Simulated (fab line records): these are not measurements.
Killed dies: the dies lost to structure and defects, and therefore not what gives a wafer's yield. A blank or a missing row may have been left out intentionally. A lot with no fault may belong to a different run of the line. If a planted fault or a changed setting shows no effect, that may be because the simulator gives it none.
Chamber matching / flow nand_harc / NHARC_A_SLIT_ETCH_29 on rie_diel-06: 4 sister chambers
The step etches the open film in CF4/O2, target depth 100 nm, overetch 10 nm, time 55 s. 14 wafers are shown with their chamber, then 7 later ones without.

WAFERS PAIRED WITH THEIR CHAMBERS
wafer=L074.2; chamber=2; drypump_motor_current_A (A)=5.9; showerhead_plenum_p_Torr (Torr)=1.32; oes_product_au (a.u.)=1.006
wafer=L074.5; chamber=1; drypump_motor_current_A (A)=5.5; showerhead_plenum_p_Torr (Torr)=1.40; oes_product_au (a.u.)=0.985
wafer=L074.6; chamber=2; drypump_motor_current_A (A)=5.9; showerhead_plenum_p_Torr (Torr)=1.32; oes_product_au (a.u.)=1.000
wafer=L077.1; chamber=3; drypump_motor_current_A (A)=5.3; showerhead_plenum_p_Torr (Torr)=1.38; oes_product_au (a.u.)=0.985
wafer=L077.2; chamber=0; drypump_motor_current_A (A)=5.3; showerhead_plenum_p_Torr (Torr)=1.38; oes_product_au (a.u.)=1.006
wafer=L077.3; chamber=2; drypump_motor_current_A (A)=5.9; showerhead_plenum_p_Torr (Torr)=1.32; oes_product_au (a.u.)=0.992
wafer=L080.1; chamber=1; drypump_motor_current_A (A)=5.5; showerhead_plenum_p_Torr (Torr)=1.40; oes_product_au (a.u.)=0.989
wafer=L080.2; chamber=2; drypump_motor_current_A (A)=5.8; showerhead_plenum_p_Torr (Torr)=1.32; oes_product_au (a.u.)=0.999
wafer=L080.5; chamber=2; drypump_motor_current_A (A)=5.9; showerhead_plenum_p_Torr (Torr)=1.32; oes_product_au (a.u.)=0.997
wafer=L084.2; chamber=3; drypump_motor_current_A (A)=5.3; showerhead_plenum_p_Torr (Torr)=1.38; oes_product_au (a.u.)=0.973
wafer=L084.4; chamber=0; drypump_motor_current_A (A)=5.3; showerhead_plenum_p_Torr (Torr)=1.38; oes_product_au (a.u.)=1.003
wafer=L084.6; chamber=1; drypump_motor_current_A (A)=5.5; showerhead_plenum_p_Torr (Torr)=1.39; oes_product_au (a.u.)=0.979
wafer=L086.2; chamber=1; drypump_motor_current_A (A)=5.5; showerhead_plenum_p_Torr (Torr)=1.39; oes_product_au (a.u.)=0.992
wafer=L086.3; chamber=2; drypump_motor_current_A (A)=5.9; showerhead_plenum_p_Torr (Torr)=1.32; oes_product_au (a.u.)=0.997

SIGNATURES, as means of the wafers listed above
reading=drypump_motor_current_A; chamber 0=5.300; chamber 1=5.500; chamber 2=5.883; chamber 3=5.300; scatter within a chamber=0.0289
reading=showerhead_plenum_p_Torr; chamber 0=1.3800; chamber 1=1.3950; chamber 2=1.3200; chamber 3=1.3800; scatter within a chamber=0.00316
reading=oes_product_au; chamber 0=1.00450; chamber 1=0.98625; chamber 2=0.99850; chamber 3=0.97900; scatter within a chamber=0.00526
Rule: for a wafer and a chamber, the distance is found by dividing, reading by reading, the gap between the wafer's reading and the chamber's mean by the reading's scatter, squaring, summing and taking the root. The wafer belongs to the nearest chamber; if the next one is less than 2 further off, it can't be placed. The scatter is the square root of a quotient: the sum, over the shown wafers, of each reading's squared deviation from its chamber's mean, divided by wafers minus chambers.

WAFERS WHOSE CHAMBER IS MISSING
wafer=L086.5; drypump_motor_current_A (A)=5.3; showerhead_plenum_p_Torr (Torr)=1.38; oes_product_au (a.u.)=1.011
wafer=L087.2; drypump_motor_current_A (A)=5.5; showerhead_plenum_p_Torr (Torr)=1.39; oes_product_au (a.u.)=0.992
wafer=L087.3; drypump_motor_current_A (A)=5.3; showerhead_plenum_p_Torr (Torr)=1.38; oes_product_au (a.u.)=0.978
wafer=L087.5; drypump_motor_current_A (A)=5.3; showerhead_plenum_p_Torr (Torr)=1.38; oes_product_au (a.u.)=0.982
wafer=L090.2; drypump_motor_current_A (A)=5.5; showerhead_plenum_p_Torr (Torr)=1.39; oes_product_au (a.u.)=0.999
wafer=L090.3; drypump_motor_current_A (A)=5.2; showerhead_plenum_p_Torr (Torr)=1.38; oes_product_au (a.u.)=1.018
wafer=L090.6; drypump_motor_current_A (A)=5.9; showerhead_plenum_p_Torr (Torr)=1.32; oes_product_au (a.u.)=0.999

CHAMBER TAKEN BY EACH
wafer=L086.5; from the rows above=0; in truth=0
wafer=L087.2; from the rows above=1; in truth=1
wafer=L087.3; from the rows above=3; in truth=3
wafer=L087.5; from the rows above=3; in truth=3
wafer=L090.2; from the rows above=1; in truth=1
wafer=L090.3; from the rows above=0; in truth=0
wafer=L090.6; from the rows above=2; in truth=2
Correctly placed: 7 of 7. Can't be placed from these rows: 0. 0 placed wrongly.
